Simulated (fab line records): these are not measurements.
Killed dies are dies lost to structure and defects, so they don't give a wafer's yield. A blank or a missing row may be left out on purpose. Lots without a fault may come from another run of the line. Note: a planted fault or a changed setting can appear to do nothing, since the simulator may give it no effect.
Chamber matching | flow n5 finfet | 4 sister chambers for N5_BEOL_M13_DESCUM_15 on rie diel-01
The step chemistry O2, time 7.9 s. 4 wafers are shown with their chamber, then 7 later ones without.

== EACH WAFER AND ITS CHAMBER ==
wafer  | chamber | showerhead plenum p Torr (Torr)
L086.3 | 3       | 2.10
L090.6 | 2       | 2.11
L089.2 | 1       | 2.06
L089.4 | 0       | 1.97

== WAFERS WITH NO CHAMBER GIVEN ==
wafer  | showerhead plenum p Torr (Torr)
L089.5 | 1.98
L095.4 | 2.06
L095.5 | 1.97
L095.6 | 2.06
L097.1 | 2.10
L097.4 | 1.97
L097.6 | 2.10

== CHAMBER TAKEN BY EACH ==
wafer  | from the rows above | in truth
L089.5 | 0                   | 0
L095.4 | 1                   | 1
L095.5 | 0                   | 0
L095.6 | 1                   | 1
L097.1 | 3                   | 3
L097.4 | 0                   | 0
L097.6 | 3                   | 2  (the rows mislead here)
Correct placement for 6 of the 7. Not placeable from these rows: 0. Wrongly placed: 1.
How it was worked out, from the rows above alone: a wafer's distance from a chamber is the root of the sum, over the readings, of the square of ((its reading less the chamber's mean) divided by the reading's scatter). If the next closest chamber is less than 2 further off than the closest, the wafer can't be placed; otherwise it belongs to the closest. A chamber's mean is the mean of its shown wafers. The scatter: root of mean squared gap, hidden wafer to nearest shown wafer, with one shown wafer a chamber.
